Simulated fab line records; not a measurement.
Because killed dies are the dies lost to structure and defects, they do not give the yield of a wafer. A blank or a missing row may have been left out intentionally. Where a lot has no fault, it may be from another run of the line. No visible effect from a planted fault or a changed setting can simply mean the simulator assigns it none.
Chamber matching ; flow nand harc ; rie diel-06 running NHARC_A_STAIRCASE_TRIM_12: 4 sister chambers
The step chemistry O2, time 211.2 s. 4 wafers are shown with their chamber, then 9 later ones without.

## WAFERS WITH THEIR CHAMBER
wafer;chamber;showerhead plenum p Torr (Torr)
L083.2;1;3.56
L088.2;3;3.30
L088.3;2;3.80
L088.4;0;3.41

## WAFERS WHOSE CHAMBER IS MISSING
wafer;showerhead plenum p Torr (Torr)
L091.1;3.55
L091.2;3.29
L091.6;3.55
L092.2;3.55
L092.3;3.29
L092.6;3.55
L097.1;3.79
L097.2;3.29
L097.5;3.79

## CHAMBER TAKEN BY EACH
wafer;from the rows above;in truth
L091.1;1;1
L091.2;3;3
L091.6;1;1
L092.2;1;1
L092.3;3;3
L092.6;1;1
L097.1;2;2
L097.2;3;3
L097.5;2;2
9 of 9 placed correctly. Number that these rows cannot place: 0. Number placed wrongly: 0.
How it was worked out, from the rows above alone: a wafer's distance from a chamber is the root of the sum, over the readings, of the square of ((its reading less the chamber's mean) divided by the reading's scatter). The wafer belongs to the nearest chamber; if the next one is less than 2 further off, it can't be placed. The mean given for a chamber averages the wafers shown for that chamber. The scatter: with one shown wafer a chamber, the root of the mean of the squares of how far each hidden wafer lies from its nearest shown one.
